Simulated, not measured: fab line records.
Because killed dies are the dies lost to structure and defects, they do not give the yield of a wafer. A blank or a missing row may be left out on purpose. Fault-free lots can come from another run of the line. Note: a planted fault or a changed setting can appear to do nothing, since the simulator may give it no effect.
Chamber matching    flow n5Finfet    N5_BEOL_M4_ETCHBACK_99 on rieDiel-03 has 3 sister chambers
The step etches SiO2 in CHF3, target depth 5 nm, time 10.4 s. 3 wafers are shown with their chamber, then 5 later ones without.

WAFERS PAIRED WITH THEIR CHAMBERS
wafer   chamber  throttleValvePct (%)
L087.1  0        17.33
L088.1  2        16.51
L088.4  1        16.96

WAFERS WITHOUT THEIR CHAMBER
wafer   throttleValvePct (%)
L088.5  16.94
L091.1  16.50
L091.6  16.95
L094.4  16.52
L094.5  16.97

WHICH CHAMBER EACH ONE RAN IN
wafer   from the rows above  in truth
L088.5  1                    1
L091.1  2                    2
L091.6  1                    1
L094.4  2                    2
L094.5  1                    1
Correctly placed: 5 of 5. Left unplaced by these rows: 0. 0 placed wrongly.
How it was worked out, from the rows above alone: a wafer's distance from a chamber is the root of the sum, over the readings, of the square of ((its reading less the chamber's mean) divided by the reading's scatter). The wafer belongs to the nearest chamber; if the next one is less than 2 further off, it can't be placed. A chamber's mean is the mean of its shown wafers. The scatter: root of mean squared gap, hidden wafer to nearest shown wafer, with one shown wafer a chamber.
